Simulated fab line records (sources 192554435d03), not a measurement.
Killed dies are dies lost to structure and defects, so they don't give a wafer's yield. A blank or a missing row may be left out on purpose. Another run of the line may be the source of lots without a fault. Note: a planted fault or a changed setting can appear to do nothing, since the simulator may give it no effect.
Chamber matching | flow n5_finfet | N5_BEOL_M2_PECVD_72 on pecvd-02: 3 sister chambers
The step deposits SiO2 from TEOS/O2, target thk 16 nm, time 18 s. 3 wafers are shown with their chamber, then 11 later ones without.

== WAFERS, EACH WITH ITS CHAMBER ==
wafer  | chamber | showerhead_plenum_p_Torr (Torr)
L086.2 | 1       | 8.73
L086.3 | 2       | 8.81
L092.2 | 0       | 8.81

== WAFERS WITH NO CHAMBER GIVEN ==
wafer  | showerhead_plenum_p_Torr (Torr)
L092.3 | 8.80
L092.5 | 8.72
L093.1 | 8.74
L093.3 | 8.81
L093.6 | 8.83
L095.3 | 8.80
L095.4 | 8.81
L095.5 | 8.80
L094.2 | 8.81
L094.3 | 8.72
L094.5 | 8.81

== WHICH CHAMBER EACH ONE RAN IN ==
wafer  | from the rows above     | in truth
L092.3 | can't be placed: 0 or 2 | 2
L092.5 | 1                       | 1
L093.1 | 1                       | 1
L093.3 | can't be placed: 0 or 2 | 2
L093.6 | can't be placed: 0 or 2 | 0
L095.3 | can't be placed: 0 or 2 | 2
L095.4 | can't be placed: 0 or 2 | 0
L095.5 | can't be placed: 0 or 2 | 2
L094.2 | can't be placed: 0 or 2 | 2
L094.3 | 1                       | 1
L094.5 | can't be placed: 0 or 2 | 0
3 of 11 placed correctly. Can't be placed from these rows: 8 (the true chamber is among the candidates in 8). 0 placed wrongly.
How it was worked out, from the rows above alone: a wafer's distance from a chamber is the root of the sum, over the readings, of the square of ((its reading less the chamber's mean) divided by the reading's scatter). The wafer belongs to the nearest chamber; if the next one is less than 2 further off, it can't be placed. Each chamber's mean is taken over the wafers shown for it. The scatter (one wafer shown for each chamber): square how far every hidden wafer sits from the nearest shown wafer, average those squares and take the square root.
